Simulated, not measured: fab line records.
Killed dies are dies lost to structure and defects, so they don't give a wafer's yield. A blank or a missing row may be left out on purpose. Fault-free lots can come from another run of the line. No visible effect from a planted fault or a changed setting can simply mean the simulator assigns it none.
Problem report in the 8D (eight disciplines) form, filled by code || flow nand-harc || the parts of the form that need people (team, actions taken, sign-off) are left out

## 1. PROBLEM STATEMENT
At NHARC_END_SORT_01, killed-at-array averages 505 over 3 wafers from 2 lots, while fault-free wafers read 29, standard deviation 11. That is +43 standard deviations from the usual mean.
Seen first at day 22 00:31 on prober-02, wafer L683.5. At this step, 5 wafers from 3 lots have a number in the record. Rule for "out", or "out of limits": more than 4 standard deviations from the usual mean. The rest of the wafers with a number are treated as sound.

## 2. WHAT IT IS, AND WHAT IT ISN'T
{"question": "which readings at this step", "is": "killed-at-array, killed-dies", "is not": "killed-at-other, killed-at-periphery, killed-open, killed-short"}
{"question": "which lots", "is": "L683, L684", "is not": "L678"}
{"question": "which wafers of those lots", "is": "L683.5, L684.1, L684.6", "is not": "L684.5"}
{"question": "read on which gauges", "is": "prober-01, prober-02", "is not": "-"}
{"question": "when", "is": "from day 22 00:31", "is not": "up to then (1 sound wafer); but 1 sound wafer of L684 came after"}

## 3. SUSPECTS, AND WHAT RULES EACH OUT
Counting: a tool at a process step up to the reading stays a suspect if it ran every lot that is out. Sound lots after the first of them don't rule it out here, since some wafers of a struck lot are sound.
- ruled out: the gauge at NHARC_END_SORT_01. Those wafers that are out were read across 2 gauges (prober-01, prober-02).
- ecd-cu-02 at NHARC_A_M1_ECD_22 (material Cu, target thk 400 nm): kept. It ran every lot that is out, first L683 (day 19 17:53).
After counting, what remains is ecd-cu-02 at NHARC_A_M1_ECD_22.

## 4. THE CAUSE (what the simulator had put in)
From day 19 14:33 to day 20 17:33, ecd-cu-02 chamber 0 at NHARC_A_M1_ECD_22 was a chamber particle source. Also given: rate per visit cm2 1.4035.
This tool alone remained once counting was done.

## 5. THE EFFECT CHAIN, in route order
One row per reading whose mean, taken over the struck wafers that have a number, lies over 3 standard deviations from the usual. Only readings for which the record gives a usual standard deviation are gone through. hours: the time from each lot's start at the first step in this table that gives one to its start at this step, as a median over the lots. sigmas: the change in usual standard deviations.
{"hours": 0, "step": "NHARC_END_SORT_01", "reading": "killed-at-array", "usual": 29, "on struck wafers": 505, "change": "+476", "sigmas": "+43"}
{"hours": 0, "step": "NHARC_END_SORT_01", "reading": "killed-dies", "usual": 32, "on struck wafers": 507, "change": "+475", "sigmas": "+43"}

## 6. WHAT WOULD HAVE CAUGHT IT SOONER
In this record the first reading out of limits at a measuring or inspecting step was taken at day 22 00:31, 58 hours after the fault began at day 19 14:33.
The start of NHARC_A_M1_ECD_22 on ecd-cu-02 came by day 22 00:31 for every one of the lots that are out (2). Holding the tool at that point would not have protected any of them.
